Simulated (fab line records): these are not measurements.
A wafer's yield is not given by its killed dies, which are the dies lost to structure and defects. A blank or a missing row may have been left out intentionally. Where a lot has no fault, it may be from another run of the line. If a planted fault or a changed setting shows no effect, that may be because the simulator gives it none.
The same fault as seen by 2 desks / flow n5_finfet / only its own numbers are on each desk; what lay behind them is given at the end

## DESK OF THE TOOL OWNER: cmp-03
The tool's own readings at N5_BEOL_M0_CMP_120 (polishes, stops on SiOC, t overpolish 6.9 s): means of the sampled wafers that have a number, for each lot that ran on this tool. Any lot whose mean is over 4 standard deviations away from the usual mean is out of limits and marked OUT; that distance is given in the brackets.
Columns: A = barrier_field_endpoint_s at N5_BEOL_M0_CMP_120, usual 3.58 s; B = clearing_platen_rpm at N5_BEOL_M0_CMP_120, usual 50.003 rpm; C = motor_current_A at N5_BEOL_M0_CMP_120, usual 5.9 A; D = overpolish_run_s at N5_BEOL_M0_CMP_120, usual 6.902 s; E = platen_rpm at N5_BEOL_M0_CMP_120, usual 50.00 rpm; F = time_to_endpoint_s at N5_BEOL_M0_CMP_120, usual 61 s
lot=L401; first seen here=day 5 22:35; A=3.77; B=50.007; C=5.9; D=6.901; E=50.00; F=63
lot=L407; first seen here=day 7 11:58; A=3.60; B=50.039; C=6.1; D=6.906; E=49.98; F=63
lot=L416; first seen here=day 9 21:10; A=2.46 (-7.5) OUT; B=50.036; C=6.1; D=6.892; E=49.95; F=43 (-4.8) OUT
lot=L417; first seen here=day 10 02:04; A=2.44 (-7.6) OUT; B=50.008; C=6.6; D=6.891; E=50.02; F=43 (-4.6) OUT
lot=L418; first seen here=day 10 04:11; A=2.94 (-4.3) OUT; B=49.998; C=6.6; D=6.900; E=50.00; F=48
Finding of this desk: L416, L417, L418 out of limits; the first was L416 at day 9 21:10, on barrier_field_endpoint_s at N5_BEOL_M0_CMP_120. L401, L407: within limits.

## FROM THE METROLOGY DESK
Means of the sampled wafers that have a number, per lot and without regard to the tool the lot ran on: this is what the gauges read. Any lot whose mean is over 4 standard deviations away from the usual mean is out of limits and marked OUT; that distance is given in the brackets. Only the readings that lie furthest out on some lot appear, 7 of the 11 it has.
Columns: A = trench_depth_nm at N5_BEOL_M0_OCD_MEAS_108, usual 32.4 nm; B = DIBL_P at N5_BEOL_M4_RC_MEAS_101, usual 36.2 mV/V; C = IOFF_N at N5_BEOL_M4_RC_MEAS_101, usual 0.16 nA/um; D = ION_N at N5_BEOL_M4_RC_MEAS_101, usual 671 uA/um; E = ION_P at N5_BEOL_M4_RC_MEAS_101, usual 461 uA/um; F = VT_N at N5_BEOL_M4_RC_MEAS_101, usual 251 mV; G = VT_P at N5_BEOL_M4_RC_MEAS_101, usual -250 mV
lot=L401; first seen here=day 5 20:16; A=32.1; B=34.3; C=0.14; D=664; E=464; F=252; G=-246
lot=L402; first seen here=day 6 08:19; A=32.2; B=35.7; C=0.13; D=655; E=449; F=254; G=-253
lot=L407; first seen here=day 7 08:56; A=33.0; B=35.2; C=0.13; D=667; E=461; F=254; G=-252
lot=L416; first seen here=day 9 18:47; A=32.9; B=36.3; C=0.16; D=671; E=466; F=249; G=-249
lot=L417; first seen here=day 9 23:15; A=32.6; B=36.4; C=0.18; D=684; E=457; F=247; G=-252
lot=L418; first seen here=day 10 01:38; A=31.5; B=38.4; C=0.18; D=672; E=458; F=248; G=-251
lot=L419; first seen here=day 10 08:18; A=32.3; B=36.9; C=0.17; D=669; E=466; F=250; G=-246
lot=L420; first seen here=day 10 16:08; A=32.2; B=32.9; C=0.11; D=655; E=452; F=256; G=-253
lot=L422; first seen here=day 11 00:30; A=34.0; B=36.4; C=0.19; D=683; E=469; F=248; G=-247
lot=L424; first seen here=day 11 19:58; A=33.7; B=36.4; C=0.15; D=680; E=465; F=252; G=-256
Finding of this desk: none of the 10 lots has anything out of limits.

## TAKEN TOGETHER
The tool owner's desk could have raised an alarm at day 9 21:10, on L416, L417, L418.
From the metrology desk's view, nothing was out of limits.
The metrology desk holds a record of L416, L417, L418, inside its limits.
N5_BEOL_M0_CMP_120 was run on cmp-03 by each of the lots named.

## WHAT THE SIMULATOR PUT IN
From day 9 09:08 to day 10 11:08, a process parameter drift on cmp-03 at N5_BEOL_M0_CMP_120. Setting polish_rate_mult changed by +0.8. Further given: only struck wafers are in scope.
Shown lots that were struck: L416, L417, L418.
Each desk's first reading out of limits, in hours after the fault started: the tool owner's desk, 12.
